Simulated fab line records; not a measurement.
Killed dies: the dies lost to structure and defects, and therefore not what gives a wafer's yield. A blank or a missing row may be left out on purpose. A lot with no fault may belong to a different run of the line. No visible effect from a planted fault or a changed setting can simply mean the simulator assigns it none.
One fault seen from 3 desks | flow n5Finfet | each desk has only its own numbers; what lay behind them comes last

THE TOOL OWNER'S DESK: rieDiel-04
The tool's own readings at N5_FIN_CUT_CUT_ETCH_27 (etches SiO2 in CHF3/O2, target depth 4 nm, overetch 2 nm, time 4.9 s): means of the sampled wafers that have a number, for each lot that ran on this tool. Marked OUT: a lot whose mean sits more than 4 standard deviations from the usual mean, which makes it out of limits; the brackets give that distance.
Columns: A = CHF3_flow_sccm at N5_FIN_CUT_CUT_ETCH_27, usual 49.98 sccm; B = drypumpMotorCurrentA at N5_FIN_CUT_CUT_ETCH_27, usual 5.6 A; C = oesProductAu at N5_FIN_CUT_CUT_ETCH_27, usual 0.62 a.u.; D = rfFwdPowerW at N5_FIN_CUT_CUT_ETCH_27, usual 643.5 W; E = rfVppV at N5_FIN_CUT_CUT_ETCH_27, usual 525 V; F = showerheadPlenumPTorr at N5_FIN_CUT_CUT_ETCH_27, usual 2.43 Torr; G = throttleValvePct at N5_FIN_CUT_CUT_ETCH_27, usual 18.81 %
lot  | first seen here | A     | B   | C    | D     | E   | F    | G
L334 | day 4 15:17     | 49.92 | 5.6 | 0.56 | 643.6 | 524 | 2.39 | 18.87
This desk's finding: nothing out of limits on the one lot.

THE DEFECT DESK
What the inspections along the route counted, lot by lot: means of the sampled wafers that have a number. Marked OUT: a lot whose mean sits more than 4 standard deviations from the usual mean, which makes it out of limits; the brackets give that distance.
Columns: A = rawDefectCount at N5_FIN_CUT_INSPECT_17, usual 241
lot  | first seen here | A
L325 | day 2 12:36     | 262
L326 | day 2 15:07     | 338
L332 | day 4 03:53     | 245
L334 | day 4 15:43     | 587 (+5.1) OUT
L339 | day 5 21:25     | 243
L340 | day 6 06:31     | 242
L342 | day 6 17:41     | 270
L344 | day 7 05:02     | 194
This desk's verdict: out of limits on L334, starting with L334 at day 4 15:43 (rawDefectCount at N5_FIN_CUT_INSPECT_17). In limits: L325, L326, L332, L339, L340, L342, L344.

THE METROLOGY DESK
Means of the sampled wafers that have a number, per lot and without regard to the tool the lot ran on: this is what the gauges read. Marked OUT: a lot whose mean sits more than 4 standard deviations from the usual mean, which makes it out of limits; the brackets give that distance. 7 of its 10 readings are shown, namely those furthest out on some lot.
Columns: A = DIBL_N at N5_BEOL_M4_RC_MEAS_101, usual 35.7 mV/V; B = IOFF_N at N5_BEOL_M4_RC_MEAS_101, usual 0.155 nA/um; C = IOFF_P at N5_BEOL_M4_RC_MEAS_101, usual 0.20 nA/um; D = ION_P at N5_BEOL_M4_RC_MEAS_101, usual 462 uA/um; E = SS_N at N5_BEOL_M4_RC_MEAS_101, usual 71.3 mV/dec; F = VT_N at N5_BEOL_M4_RC_MEAS_101, usual 250 mV; G = VT_P at N5_BEOL_M4_RC_MEAS_101, usual -251 mV
lot  | first seen here | A    | B     | C    | D   | E    | F   | G
L325 | day 8 17:17     | 37.1 | 0.185 | 0.23 | 469 | 71.6 | 246 | -248
L326 | day 9 02:08     | 34.6 | 0.156 | 0.21 | 465 | 71.2 | 248 | -249
L332 | day 10 09:34    | 36.5 | 0.144 | 0.21 | 460 | 71.5 | 253 | -248
L334 | day 10 16:27    | 36.3 | 0.156 | 0.19 | 462 | 71.4 | 249 | -254
L339 | day 11 20:23    | 37.2 | 0.162 | 0.22 | 459 | 71.7 | 251 | -249
L340 | day 12 13:44    | 37.1 | 0.166 | 0.22 | 469 | 72.3 | 247 | -247
L342 | day 13 05:15    | 34.0 | 0.130 | 0.15 | 454 | 71.6 | 251 | -257
L344 | day 13 17:22    | 35.0 | 0.144 | 0.19 | 457 | 71.1 | 251 | -254
This desk's verdict: no lot among the 8 shows anything out of limits.

PUT TOGETHER
The defect desk could have raised an alarm at day 4 15:43, on L334.
The desk of the tool owner found nothing out of limits.
The metrology desk saw nothing out of limits.
Tool owner's desk: L334 on record, inside its limits.
The metrology desk holds a record of L334, inside its limits.
Of the lots named, all ran N5_FIN_CUT_CUT_ETCH_27 on rieDiel-04.

WHAT THE SIMULATOR PUT IN
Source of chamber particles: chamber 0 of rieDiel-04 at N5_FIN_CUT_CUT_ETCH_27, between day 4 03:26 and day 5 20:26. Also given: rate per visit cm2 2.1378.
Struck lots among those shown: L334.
Hours from the fault's start to each desk's first reading out of limits: the defect desk, 12.
